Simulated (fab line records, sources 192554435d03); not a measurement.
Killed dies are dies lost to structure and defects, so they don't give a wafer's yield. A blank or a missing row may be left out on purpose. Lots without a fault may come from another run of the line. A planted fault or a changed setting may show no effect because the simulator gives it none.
Chamber matching | flow n5_finfet | N5_BEOL_M6_CMP_52 on cmp-01: 4 sister chambers
The step polishes, stops on SiCOH lowk, t overpolish 6.9 s, target thk 80 nm. 4 wafers are shown with their chamber, then 10 later ones without.

WAFERS WITH THEIR CHAMBER
wafer  | chamber | motor_current_A (A)
L087.6 | 3       | 6.9
L095.4 | 0       | 6.1
L091.1 | 2       | 7.0
L091.2 | 1       | 4.5

WAFERS WITHOUT THEIR CHAMBER
wafer  | motor_current_A (A)
L091.3 | 6.1
L093.1 | 6.8
L093.4 | 4.8
L093.5 | 6.2
L082.1 | 7.2
L082.3 | 6.5
L082.6 | 6.9
L096.3 | 4.7
L096.4 | 7.0
L096.6 | 4.4

WHICH CHAMBER EACH WENT THROUGH
wafer  | from the rows above          | in truth
L091.3 | 0                            | 0
L093.1 | can't be placed: 3 or 2      | 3
L093.4 | 1                            | 1
L093.5 | 0                            | 0
L082.1 | can't be placed: 2 or 3      | 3
L082.3 | can't be placed: 0 or 3 or 2 | 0
L082.6 | can't be placed: 3 or 2      | 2
L096.3 | 1                            | 1
L096.4 | can't be placed: 2 or 3      | 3
L096.6 | 1                            | 1
Placed correctly: 5 of 10. Can't be placed from these rows: 5 (the true chamber is among the candidates in 5). Placed wrongly: 0.
How it was worked out, from the rows above alone: a wafer's distance from a chamber is the root of the sum, over the readings, of the square of ((its reading less the chamber's mean) divided by the reading's scatter). The wafer belongs to the nearest chamber; if the next one is less than 2 further off, it can't be placed. A chamber's mean is the mean of its shown wafers. The scatter: with one shown wafer a chamber, the root of the mean of the squares of how far each hidden wafer lies from its nearest shown one.
